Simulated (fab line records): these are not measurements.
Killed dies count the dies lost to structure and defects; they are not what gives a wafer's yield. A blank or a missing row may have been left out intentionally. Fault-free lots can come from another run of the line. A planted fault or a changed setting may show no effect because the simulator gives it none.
Matching of chambers || flow n5-finfet || N5_BEOL_M1_ETCH_63 on rie-diel-01: 4 sister chambers
The step etches SiARC in CF4, target depth 15.6 nm, time 26 s. 14 wafers are shown with their chamber, then 7 later ones without.

WAFERS WITH THEIR CHAMBER
{"wafer": "L074.1", "chamber": 3, "showerhead-plenum-p-Torr (Torr)": 2.06, "throttle-valve-pct (%)": 15.60, "etch-rf-on-time-s (s)": 26.7}
{"wafer": "L074.2", "chamber": 2, "showerhead-plenum-p-Torr (Torr)": 2.14, "throttle-valve-pct (%)": 15.69, "etch-rf-on-time-s (s)": 25.9}
{"wafer": "L074.3", "chamber": 1, "showerhead-plenum-p-Torr (Torr)": 2.19, "throttle-valve-pct (%)": 15.19, "etch-rf-on-time-s (s)": 25.5}
{"wafer": "L074.4", "chamber": 0, "showerhead-plenum-p-Torr (Torr)": 2.19, "throttle-valve-pct (%)": 16.03, "etch-rf-on-time-s (s)": 25.9}
{"wafer": "L074.5", "chamber": 1, "showerhead-plenum-p-Torr (Torr)": 2.18, "throttle-valve-pct (%)": 15.19, "etch-rf-on-time-s (s)": 25.5}
{"wafer": "L074.6", "chamber": 0, "showerhead-plenum-p-Torr (Torr)": 2.19, "throttle-valve-pct (%)": 16.03, "etch-rf-on-time-s (s)": 25.9}
{"wafer": "L086.2", "chamber": 2, "showerhead-plenum-p-Torr (Torr)": 2.13, "throttle-valve-pct (%)": 15.73, "etch-rf-on-time-s (s)": 25.8}
{"wafer": "L086.3", "chamber": 1, "showerhead-plenum-p-Torr (Torr)": 2.18, "throttle-valve-pct (%)": 15.22, "etch-rf-on-time-s (s)": 25.4}
{"wafer": "L086.5", "chamber": 2, "showerhead-plenum-p-Torr (Torr)": 2.13, "throttle-valve-pct (%)": 15.72, "etch-rf-on-time-s (s)": 25.9}
{"wafer": "L090.2", "chamber": 0, "showerhead-plenum-p-Torr (Torr)": 2.19, "throttle-valve-pct (%)": 15.57, "etch-rf-on-time-s (s)": 25.0}
{"wafer": "L090.5", "chamber": 1, "showerhead-plenum-p-Torr (Torr)": 2.18, "throttle-valve-pct (%)": 15.24, "etch-rf-on-time-s (s)": 25.7}
{"wafer": "L090.6", "chamber": 2, "showerhead-plenum-p-Torr (Torr)": 2.13, "throttle-valve-pct (%)": 15.74, "etch-rf-on-time-s (s)": 26.3}
{"wafer": "L094.1", "chamber": 1, "showerhead-plenum-p-Torr (Torr)": 2.17, "throttle-valve-pct (%)": 15.26, "etch-rf-on-time-s (s)": 25.4}
{"wafer": "L094.2", "chamber": 3, "showerhead-plenum-p-Torr (Torr)": 2.05, "throttle-valve-pct (%)": 15.67, "etch-rf-on-time-s (s)": 26.6}

SIGNATURES (means of the wafers above)
{"reading": "showerhead-plenum-p-Torr", "chamber 0": 2.1900, "chamber 1": 2.1800, "chamber 2": 2.1325, "chamber 3": 2.0550, "scatter within a chamber": 0.0057}
{"reading": "throttle-valve-pct", "chamber 0": 15.8767, "chamber 1": 15.2200, "chamber 2": 15.7200, "chamber 3": 15.6350, "scatter within a chamber": 0.122}
{"reading": "etch-rf-on-time-s", "chamber 0": 25.600, "chamber 1": 25.500, "chamber 2": 25.975, "chamber 3": 26.650, "scatter within a chamber": 0.274}
Rule: for a wafer and a chamber, the distance is found by dividing, reading by reading, the gap between the wafer's reading and the chamber's mean by the reading's scatter, squaring, summing and taking the root. If the next closest chamber is less than 2 further off than the closest, the wafer can't be placed; otherwise it belongs to the closest. The scatter: take each reading less its chamber's mean, square it, sum over the shown wafers, divide by the number of wafers less the number of chambers, and take the root.

WAFERS WHOSE CHAMBER IS MISSING
{"wafer": "L094.3", "showerhead-plenum-p-Torr (Torr)": 2.12, "throttle-valve-pct (%)": 15.75, "etch-rf-on-time-s (s)": 26.5}
{"wafer": "L095.2", "showerhead-plenum-p-Torr (Torr)": 2.12, "throttle-valve-pct (%)": 15.77, "etch-rf-on-time-s (s)": 26.4}
{"wafer": "L095.3", "showerhead-plenum-p-Torr (Torr)": 2.18, "throttle-valve-pct (%)": 15.60, "etch-rf-on-time-s (s)": 24.6}
{"wafer": "L095.5", "showerhead-plenum-p-Torr (Torr)": 2.18, "throttle-valve-pct (%)": 15.60, "etch-rf-on-time-s (s)": 24.6}
{"wafer": "L096.2", "showerhead-plenum-p-Torr (Torr)": 2.17, "throttle-valve-pct (%)": 15.26, "etch-rf-on-time-s (s)": 26.1}
{"wafer": "L096.4", "showerhead-plenum-p-Torr (Torr)": 2.18, "throttle-valve-pct (%)": 15.58, "etch-rf-on-time-s (s)": 24.6}
{"wafer": "L096.5", "showerhead-plenum-p-Torr (Torr)": 2.17, "throttle-valve-pct (%)": 15.28, "etch-rf-on-time-s (s)": 25.7}

EACH ONE'S CHAMBER
{"wafer": "L094.3", "from the rows above": 2, "in truth": 2}
{"wafer": "L095.2", "from the rows above": 2, "in truth": 2}
{"wafer": "L095.3", "from the rows above": "can't be placed: 1 or 0", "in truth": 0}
{"wafer": "L095.5", "from the rows above": "can't be placed: 1 or 0", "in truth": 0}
{"wafer": "L096.2", "from the rows above": 1, "in truth": 1}
{"wafer": "L096.4", "from the rows above": "can't be placed: 1 or 0", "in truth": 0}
{"wafer": "L096.5", "from the rows above": 1, "in truth": 1}
Placed correctly: 4 of 7. Can't be placed from these rows: 3 (the true chamber is among the candidates in 3). 0 placed wrongly.
